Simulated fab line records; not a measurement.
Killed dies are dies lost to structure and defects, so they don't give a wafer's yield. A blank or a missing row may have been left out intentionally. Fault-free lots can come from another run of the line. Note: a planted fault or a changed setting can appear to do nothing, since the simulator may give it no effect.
Struck lot and sound lot, side by side	flow nand_harc	15 out of 1302 route steps
Sound: wafers L359.2, L359.3, L359.5. Struck: wafers L348.3, L348.4, L348.5. At the end, the cause is stated.
Order at every step that has rows: each side's tool, ch and its chambers, its first start. Under that, the readings that differ: sound wafers	struck wafers	difference of the means	sigmas: that difference in standard deviations of wafers without a fault.
alike: readings whose means differ by less than 2 such deviations, and words and numbers that are the same on both sides. not compared: withheld readings, readings that some wafer has no value for, bounds like >300 that may hide the same value, and numbers for which the record gives no deviation and whose values overlap.
Wherever a step has rows on one side only, a row that says differs or no value, or a row with sigmas, the two part there. Non-overlapping numbers with no deviation appear without sigmas and do not part them. Lack of a reading on every wafer of one side parts them only where that side has two or more wafers.

NHARC_A_CONTACT_ETCH_138: etches the open film in C4F8/O2/Ar, time 311 s, target depth 1914 nm.
  sound on har_cap_etch-01 ch 0,1, day 29 01:36; struck on har_cap_etch-02 ch 0,1, day 25 01:28
  alike: oes_air_line_au
  not compared: rf_hours_counter_h
then, 1 step without rows for these wafers: NHARC_A_CONTACT_ETCH_139 (etches the open film in C4F8/O2/Ar, time 195 s, target depth 840 nm).
NHARC_A_CONTACT_ETCH_92: etches the open film in CH3F/O2, target depth 40 nm, time 85.7 s.
  sound on rie_diel-09 ch 0,3, day 29 02:23; struck on rie_diel-04 ch 0,2,3, day 25 02:11
  alike: ch3f_flow_sccm, drypump_motor_current_A, o2_flow_sccm, oes_product_au, rf_vpp_V, showerhead_plenum_p_Torr, throttle_valve_pct
  not compared: rf_hours_counter_h
then, 1 step without rows for these wafers: NHARC_A_CONTACT_ETCH_98 (etches the open film in C4F6/O2, target depth 20 nm, time 10 s).
NHARC_A_CONTACT_CD_MEAS_15:
  sound: cd_sem-03 at day 29 02:44; struck: cd_sem-02 at day 25 02:28
  alike: cd_nm
then, 3 steps without rows for these wafers: NHARC_A_CONTACT_STRIP_107 (strips in N2/H2); NHARC_A_CONTACT_STRIP_108 (strips in CF4/CHF3); NHARC_A_CONTACT_STRIP_109 (strips in O2/COS).
NHARC_A_CONTACT_ETCH_110: etches the open film in CF4/O2, target depth 60 nm, overetch 6 nm, time 33 s.
  sound on rie_diel-07 ch 1,3, day 29 03:02; struck on rie_diel-07 ch 0,1,2, day 25 02:46
  alike: drypump_motor_current_A, o2_flow_sccm, oes_product_au, rf_vpp_V, showerhead_plenum_p_Torr, throttle_valve_pct
  not compared: rf_hours_counter_h
NHARC_A_CONTACT_STRIP_26: strips in O2.
  sound on rie_diel-07 ch 0,2,3; struck on rie_diel-07 ch 0,2,3
  alike: drypump_motor_current_A, o2_flow_sccm, oes_product_au, rf_vpp_V, showerhead_plenum_p_Torr, throttle_valve_pct
  not compared: rf_hours_counter_h
then, 1 step without rows for these wafers: NHARC_A_CONTACT_STRIP_27 (strips in post etch residue remover, time 600 s).
NHARC_A_CONTACT_ALD_18: deposits TiN, target thk 3 nm, pulse time 1 s, ald cycles 150.
  sound on ald_metal-01 ch 0,2, day 29 03:42; struck on ald_metal-04 ch 0,1,2, day 25 03:25
  alike: heater_power_w, precursor_pulse_height_rel
  not compared: since_wet_clean_h
NHARC_A_CONTACT_CVD_19: deposits W, target thk 300 nm, time 802 s.
  sound on cvd_w-01 ch 0,1, day 29 04:00; struck on cvd_w-01 ch 0,1, day 25 04:54
  alike: heater_power_w, throttle_valve_pct
  not compared: since_wet_clean_h
NHARC_A_CONTACT_CMP_20: polishes, t overpolish 30 s, target thk 300 nm.
  sound on cmp-04 ch 0,1,2, day 29 04:49; struck on cmp-03 ch 0,3, day 25 05:39
reading	sound	struck	difference	sigmas
time_to_endpoint_s (s)	62.1 60.8 60.9	117.2 113.9 117.4	+54.9	+23
  alike: motor_current_A, overpolish_run_s
NHARC_END_SORT_01:
  here the record holds rows for the struck wafers (prober-02 ch 0, day 27 04:10) but none for the sound ones

== WHERE THEY PART ==
Last at NHARC_END_SORT_01 as far as this record goes, first at NHARC_A_CONTACT_CMP_20.

WHY: whatever the simulator had introduced
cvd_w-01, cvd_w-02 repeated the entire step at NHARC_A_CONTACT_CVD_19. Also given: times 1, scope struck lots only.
